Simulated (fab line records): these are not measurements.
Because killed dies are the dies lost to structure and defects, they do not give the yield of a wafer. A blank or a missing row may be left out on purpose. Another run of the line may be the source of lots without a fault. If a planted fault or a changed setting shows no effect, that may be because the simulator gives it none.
Split-lot study -- flow n5 finfet -- route with 1938 steps; 7 lots, 39 wafers read

== SPLIT DETAILS ==
At N5_DUMMY_GATE_ETCH_32 (etches SiO2 in CF4, target depth 3.5 nm, time 3.9 s), the setting time s was moved away from the recipe's 3.9 s on 18 of the 39 wafers read, by -23.4% to +16.6%. The other wafers ran this setting at the recipe's value.

The reading is taken at the split's own step.

== THE READING ==
etch.depth nm (the simulator's own value, which no gauge read), in nm, at N5_DUMMY_GATE_ETCH_32 (etches SiO2 in CF4, target depth 3.5 nm, time 3.9 s). There is no usual value for it anywhere in the file. Average 3.501 nm, standard deviation 0.054 nm, over the 21 wafers here run with the recipe.

wafer,"tool, chamber at the split","time s as run, s",against the recipe,"etch.depth nm, nm",against lot-mates on the recipe
L076.1,"rie si-05, 2",2.988,-23.4%,2.607,-0.842
L076.2,"rie si-05, 1",3.9,recipe,3.469,-
L076.3,"rie si-05, 3",3.9,recipe,3.458,-
L076.4,"rie si-05, 0",2.988,-23.4%,2.669,-0.780
L076.5,"rie si-05, 2",3.9,recipe,3.419,-
L076.6,"rie si-05, 3",2.988,-23.4%,2.666,-0.783
L079.3,"rie si-02, 3",3.9,recipe,3.464,-
L079.5,"rie si-02, 2",3.9,recipe,3.538,-
L079.6,"rie si-02, 3",3.9,recipe,3.451,-
L081.1,"rie si-05, 1",4.409,+13.1%,3.992,+0.519
L081.2,"rie si-05, 3",4.409,+13.1%,3.954,+0.481
L081.3,"rie si-05, 2",3.9,recipe,3.454,-
L081.4,"rie si-05, 0",4.409,+13.1%,3.95,+0.477
L081.5,"rie si-05, 2",3.9,recipe,3.431,-
L081.6,"rie si-05, 1",3.9,recipe,3.533,-
L085.1,"rie si-02, 3",4.272,+9.5%,3.789,+0.302
L085.2,"rie si-02, 1",3.9,recipe,3.478,-
L085.3,"rie si-02, 0",4.272,+9.5%,3.89,+0.403
L085.4,"rie si-02, 2",3.9,recipe,3.487,-
L085.5,"rie si-02, 1",3.9,recipe,3.496,-
L085.6,"rie si-02, 2",4.272,+9.5%,3.851,+0.364
L087.1,"rie si-06, 2",3.9,recipe,3.517,-
L087.2,"rie si-06, 1",2.997,-23.2%,2.741,-0.768
L087.3,"rie si-06, 3",2.997,-23.2%,2.668,-0.841
L087.4,"rie si-06, 0",3.9,recipe,3.453,-
L087.5,"rie si-06, 1",3.9,recipe,3.556,-
L087.6,"rie si-06, 2",2.997,-23.2%,2.692,-0.817
L093.1,"rie si-05, 0,3",4.547,+16.6%,4.101,+0.595
L093.5,"rie si-05, 0,3",4.547,+16.6%,4.101,+0.595
L093.2,"rie si-05, 3",3.9,recipe,3.516,-
L093.3,"rie si-05, 1",3.9,recipe,3.523,-
L093.4,"rie si-05, 2",4.547,+16.6%,4.043,+0.537
L093.6,"rie si-05, 2",3.9,recipe,3.479,-
L097.1,"rie si-02, 2",3.9,recipe,3.583,-
L097.2,"rie si-02, 1",4.355,+11.7%,3.968,+0.368
L097.3,"rie si-02, 3",4.355,+11.7%,3.955,+0.355
L097.4,"rie si-02, 0",3.9,recipe,3.63,-
L097.5,"rie si-02, 0",3.9,recipe,3.587,-
L097.6,"rie si-02, 3",4.355,+11.7%,3.951,+0.351
The file does not say which wafer passed through which chamber wherever a row lists several chambers: such a row stands for several wafers.

THE FIT
A straight line over all 39 wafers: etch.depth nm changes by +0.0358 nm for each +1% of time s; r = +0.99; the points scatter about the line by 0.047 nm.
The same after taking each lot's own level away (the mean of its wafers on the recipe; 39 wafers): +0.0347 nm for each +1%; r = +1.00; scatter 0.036 nm.
According to that fit, moving time s by its largest amount changes the reading by 0.81 nm.
The lots' own levels span 3.4487 to 3.6000 nm, that is 2.8 times the standard deviation above.
The two slopes agree, so the slope changes little with the lot-to-lot level.
Check: with one of the wafers moved furthest among these (-23.4%) left out of the fit, the line predicts -0.806 nm for it against its lot-mates. It came out at -0.842 nm against them.

== THE OTHER SPLITS THESE WAFERS WENT THROUGH ==
Before the reading, these wafers also passed through other splits. Each is held against what the fit with the lots' levels taken away leaves over:
other split on the same wafers,wafers away from the commonest value,r with etch.depth nm (lot level and that fit taken away)
N5_FIN_SAQP_SPACER1_ALD_24 temp c,18,+0.32
N5_DUMMY_GATE_ETCH_37 source w,18,-0.09

== FILE'S OWN FIT ==
etch.depth nm changes by +0.0348 nm for each +1% of time s, r = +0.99.
